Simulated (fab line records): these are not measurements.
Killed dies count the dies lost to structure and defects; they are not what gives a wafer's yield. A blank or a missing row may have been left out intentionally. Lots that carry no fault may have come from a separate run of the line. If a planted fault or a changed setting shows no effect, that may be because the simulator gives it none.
Matching of chambers ; flow n5Finfet ; N5_BEOL_M0_SAQP_PECVD_04 on pecvd-01: 3 sister chambers
The step deposits a-Si from SiH4/He, target thk 60 nm, time 60.2 s. 3 wafers are shown with their chamber, then 8 later ones without.

== WAFERS WITH THEIR CHAMBER ==
wafer;chamber;showerheadPlenumPTorr (Torr)
L082.4;2;5.63
L085.6;1;5.60
L086.4;0;5.52

== WAFERS WITHOUT THEIR CHAMBER ==
wafer;showerheadPlenumPTorr (Torr)
L086.5;5.62
L086.6;5.58
L090.1;5.58
L090.3;5.53
L090.6;5.52
L097.1;5.53
L097.2;5.58
L097.5;5.59

== THE CHAMBER EACH PASSED THROUGH ==
wafer;from the rows above;in truth
L086.5;can't be placed: 2 or 1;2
L086.6;1;1
L090.1;1;1
L090.3;0;0
L090.6;0;0
L097.1;0;0
L097.2;1;1
L097.5;1;1
Correctly placed: 7 of 8. Can't be placed from these rows: 1 (the true chamber is among the candidates in 1). Placed wrongly: 0.
How it was worked out, from the rows above alone: a wafer's distance from a chamber is the root of the sum, over the readings, of the square of ((its reading less the chamber's mean) divided by the reading's scatter). The wafer belongs to the nearest chamber; if the next one is less than 2 further off, it can't be placed. A chamber's mean is the mean of its shown wafers. The scatter: root of mean squared gap, hidden wafer to nearest shown wafer, with one shown wafer a chamber.
